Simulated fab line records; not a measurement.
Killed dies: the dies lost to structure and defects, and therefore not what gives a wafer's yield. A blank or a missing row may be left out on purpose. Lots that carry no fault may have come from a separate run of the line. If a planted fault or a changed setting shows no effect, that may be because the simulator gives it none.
Which tool is to blame? / flow n5Finfet / Sampling: 11 lots, 33 wafers, 5 of 1938 route steps

## WHAT THE GAUGES SHOWED, per wafer
N5_BEOL_M8_CD_MEAS_11 targets a cd of 38.5 nm. Usual: cdNm reads 38.4 nm (standard deviation 0.41).
lot=L752; measured=day 10 09:46; on=cdSem-01; cdNm (nm)=39.4 39.4 38.8; flag=
lot=L753; measured=day 10 20:02; on=cdSem-02; cdNm (nm)=38.4 38.2 39.3; flag=
lot=L754; measured=day 11 17:10; on=cdSem-02; cdNm (nm)=38.2 38.6 38.6; flag=
lot=L761; measured=day 12 21:41; on=cdSem-01; cdNm (nm)=37.8 38.5 38.5; flag=
lot=L765; measured=day 13 18:16; on=cdSem-03; cdNm (nm)=37.2 37.3 37.9; flag=
lot=L767; measured=day 14 04:35; on=cdSem-02; cdNm (nm)=39.0 38.5 38.3; flag=
lot=L769; measured=day 14 23:25; on=cdSem-03; cdNm (nm)=38.7 38.4 38.5; flag=
lot=L770; measured=day 15 02:08; on=cdSem-01; cdNm (nm)=38.6 38.7 38.5; flag=
lot=L772; measured=day 15 08:15; on=cdSem-03; cdNm (nm)=38.5 38.4 38.4; flag=
lot=L774; measured=day 16 03:26; on=cdSem-02; cdNm (nm)=38.6 38.4 38.8; flag=
lot=L775; measured=day 16 16:41; on=cdSem-02; cdNm (nm)=37.6 38.0 38.0; flag=

N5_BEOL_M8_INSPECT_13: inspects for defects (brightfield). Usual: rawDefectCount reads 399 (standard deviation 90).
lot=L752; measured=day 10 09:49; on=defectInspect-01; rawDefectCount=449 373 381; flag=
lot=L753; measured=day 10 20:05; on=defectInspect-02; rawDefectCount=511 566 327; flag=
lot=L754; measured=day 11 17:13; on=defectInspect-01; rawDefectCount=313 300 442; flag=
lot=L761; measured=day 12 21:45; on=defectInspect-01; rawDefectCount=339 294 344; flag=
lot=L765; measured=day 13 18:20; on=defectInspect-02; rawDefectCount=374 441 367; flag=
lot=L767; measured=day 14 04:38; on=defectInspect-02; rawDefectCount=471 439 414; flag=
lot=L769; measured=day 14 23:29; on=defectInspect-01; rawDefectCount=342 355 250; flag=
lot=L770; measured=day 15 02:11; on=defectInspect-02; rawDefectCount=511 566 507; flag=
lot=L772; measured=day 15 08:18; on=defectInspect-02; rawDefectCount=368 388 401; flag=
lot=L774; measured=day 16 03:29; on=defectInspect-01; rawDefectCount=308 364 257; flag=
lot=L775; measured=day 16 16:44; on=defectInspect-01; rawDefectCount=349 333 385; flag=

N5_BEOL_M8_CD_MEAS_28 targets a cd of 40 nm. Usual: cdNm reads 39.98 nm (standard deviation 0.21).
lot=L752; measured=day 10 12:40; on=cdSem-01; cdNm (nm)=40.14 40.20 39.84; flag=
lot=L753; measured=day 10 20:53; on=cdSem-01; cdNm (nm)=40.04 39.98 40.31; flag=
lot=L754; measured=day 11 18:56; on=cdSem-01; cdNm (nm)=39.80 39.78 39.62; flag=
lot=L761; measured=day 13 00:27; on=cdSem-03; cdNm (nm)=40.01 39.98 40.27; flag=
lot=L765; measured=day 13 22:11; on=cdSem-02; cdNm (nm)=40.08 39.70 40.11; flag=
lot=L767; measured=day 14 06:25; on=cdSem-01; cdNm (nm)=40.17 40.44 40.27; flag=
lot=L769; measured=day 15 01:40; on=cdSem-03; cdNm (nm)=39.71 40.15 39.96; flag=
lot=L770; measured=day 15 03:57; on=cdSem-02; cdNm (nm)=40.25 40.05 39.96; flag=
lot=L772; measured=day 15 09:37; on=cdSem-02; cdNm (nm)=40.07 39.73 39.72; flag=
lot=L774; measured=day 16 07:32; on=cdSem-03; cdNm (nm)=39.89 40.14 39.94; flag=
lot=L775; measured=day 16 18:55; on=cdSem-03; cdNm (nm)=39.89 39.88 40.20; flag=

N5_BEOL_M8_INSPECT_30: inspects for defects (brightfield). Usual: rawDefectCount reads 405 (standard deviation 96).
lot=L752; measured=day 10 12:46; on=defectInspect-02; rawDefectCount=490 441 448; flag=
lot=L753; measured=day 10 20:59; on=defectInspect-02; rawDefectCount=501 546 335; flag=
lot=L754; measured=day 11 19:01; on=defectInspect-01; rawDefectCount=332 305 469; flag=
lot=L761; measured=day 13 00:32; on=defectInspect-02; rawDefectCount=366 1492 413; flag=OFF
lot=L765; measured=day 13 22:17; on=defectInspect-02; rawDefectCount=340 1560 362; flag=OFF
lot=L767; measured=day 14 06:31; on=defectInspect-01; rawDefectCount=401 384 361; flag=
lot=L769; measured=day 15 01:45; on=defectInspect-01; rawDefectCount=364 326 266; flag=
lot=L770; measured=day 15 04:02; on=defectInspect-02; rawDefectCount=539 580 535; flag=
lot=L772; measured=day 15 09:42; on=defectInspect-01; rawDefectCount=309 339 370; flag=
lot=L774; measured=day 16 07:37; on=defectInspect-01; rawDefectCount=300 359 230; flag=
lot=L775; measured=day 16 19:11; on=defectInspect-01; rawDefectCount=341 334 361; flag=

## TOOL THAT RAN EACH LOT (tool first, then ch and the chambers of the sampled wafers, then the start)
lot=L752; N5_BEOL_M8_ETCH_62=rieDiel-02 ch 0,3, day 10 09:56
lot=L753; N5_BEOL_M8_ETCH_62=rieDiel-03 ch 0,2, day 10 20:13
lot=L754; N5_BEOL_M8_ETCH_62=rieDiel-05 ch 0,1,3, day 11 17:25
lot=L761; N5_BEOL_M8_ETCH_62=rieDiel-03 ch 0,1,2, day 12 22:16
lot=L765; N5_BEOL_M8_ETCH_62=rieDiel-03 ch 0,2,3, day 13 18:40
lot=L767; N5_BEOL_M8_ETCH_62=rieDiel-05 ch 0,1,2, day 14 04:46
lot=L769; N5_BEOL_M8_ETCH_62=rieDiel-02 ch 1,2, day 15 00:49
lot=L770; N5_BEOL_M8_ETCH_62=rieDiel-05 ch 0,1,2, day 15 02:53
lot=L772; N5_BEOL_M8_ETCH_62=rieDiel-05 ch 1,2, day 15 08:29
lot=L774; N5_BEOL_M8_ETCH_62=rieDiel-03 ch 0,1,3, day 16 03:44
lot=L775; N5_BEOL_M8_ETCH_62=rieDiel-02 ch 2,3, day 16 17:31
- N5_BEOL_M8_ETCH_62: etches SOC in N2/H2, target depth 110 nm, overetch 22 nm, time 165 s.

## WHAT THE TOOLS THEMSELVES READ (means of the sampled wafers that have a number; where no wafer has one, the mark that the record gives instead)
N5_BEOL_M8_ETCH_62. Usual: drypumpMotorCurrentA 5.9 A, standard deviation 0.5; oesProductAu 0.66 a.u., standard deviation 0.06; rfVppV 525.2 V, standard deviation 2.2; showerheadPlenumPTorr 2.59 Torr, standard deviation 0.076; throttleValvePct 17.82 %, standard deviation 0.26.
lot=L752; tool=rieDiel-02; drypumpMotorCurrentA (A)=5.9; oesProductAu (a.u.)=0.66; rfVppV (V)=526.7; showerheadPlenumPTorr (Torr)=2.66; throttleValvePct (%)=17.96; flag=
lot=L753; tool=rieDiel-03; drypumpMotorCurrentA (A)=6.2; oesProductAu (a.u.)=0.74; rfVppV (V)=525.8; showerheadPlenumPTorr (Torr)=2.63; throttleValvePct (%)=17.71; flag=
lot=L754; tool=rieDiel-05; drypumpMotorCurrentA (A)=5.7; oesProductAu (a.u.)=0.64; rfVppV (V)=525.2; showerheadPlenumPTorr (Torr)=2.58; throttleValvePct (%)=17.85; flag=
lot=L761; tool=rieDiel-03; drypumpMotorCurrentA (A)=6.3; oesProductAu (a.u.)=0.68; rfVppV (V)=526.0; showerheadPlenumPTorr (Torr)=2.63; throttleValvePct (%)=17.74; flag=
lot=L765; tool=rieDiel-03; drypumpMotorCurrentA (A)=6.1; oesProductAu (a.u.)=0.67; rfVppV (V)=524.7; showerheadPlenumPTorr (Torr)=2.59; throttleValvePct (%)=17.87; flag=
lot=L767; tool=rieDiel-05; drypumpMotorCurrentA (A)=5.5; oesProductAu (a.u.)=0.68; rfVppV (V)=524.6; showerheadPlenumPTorr (Torr)=2.57; throttleValvePct (%)=17.67; flag=
lot=L769; tool=rieDiel-02; drypumpMotorCurrentA (A)=5.4; oesProductAu (a.u.)=0.70; rfVppV (V)=523.7; showerheadPlenumPTorr (Torr)=2.55; throttleValvePct (%)=17.86; flag=
lot=L770; tool=rieDiel-05; drypumpMotorCurrentA (A)=5.5; oesProductAu (a.u.)=0.68; rfVppV (V)=525.0; showerheadPlenumPTorr (Torr)=2.57; throttleValvePct (%)=17.67; flag=
lot=L772; tool=rieDiel-05; drypumpMotorCurrentA (A)=5.3; oesProductAu (a.u.)=0.71; rfVppV (V)=522.6; showerheadPlenumPTorr (Torr)=2.50; throttleValvePct (%)=17.48; flag=
lot=L774; tool=rieDiel-03; drypumpMotorCurrentA (A)=6.4; oesProductAu (a.u.)=0.63; rfVppV (V)=524.0; showerheadPlenumPTorr (Torr)=2.56; throttleValvePct (%)=17.73; flag=
lot=L775; tool=rieDiel-02; drypumpMotorCurrentA (A)=5.9; oesProductAu (a.u.)=0.67; rfVppV (V)=527.0; showerheadPlenumPTorr (Torr)=2.66; throttleValvePct (%)=18.02; flag=

## THE ANSWER, worked out from the rows above alone
Rule: a lot counts as off when the mean over its wafers that have a number is more than 3 standard deviations away from the usual mean. A lot without any number at a reading at which 4 lots or more have one is off too. Any other lot the step has rows for is counted as sound. The gauges are gone through in route order, then the tools' own readings, and for those a lot's mean is taken as printed above. At the first step where some lot is off, the reading lying furthest off is the one used; lots without a number count as furthest.
Off, at N5_BEOL_M8_INSPECT_30 on rawDefectCount: L761, L765.
A tool fits if, at a process step before that reading, it ran every lot that is off, and no sound lot after the first of them. Gauges at N5_BEOL_M8_INSPECT_30: tried the same way as those tools. Of those tried, none fits.

## WHAT WAS PUT IN BY THE SIMULATOR
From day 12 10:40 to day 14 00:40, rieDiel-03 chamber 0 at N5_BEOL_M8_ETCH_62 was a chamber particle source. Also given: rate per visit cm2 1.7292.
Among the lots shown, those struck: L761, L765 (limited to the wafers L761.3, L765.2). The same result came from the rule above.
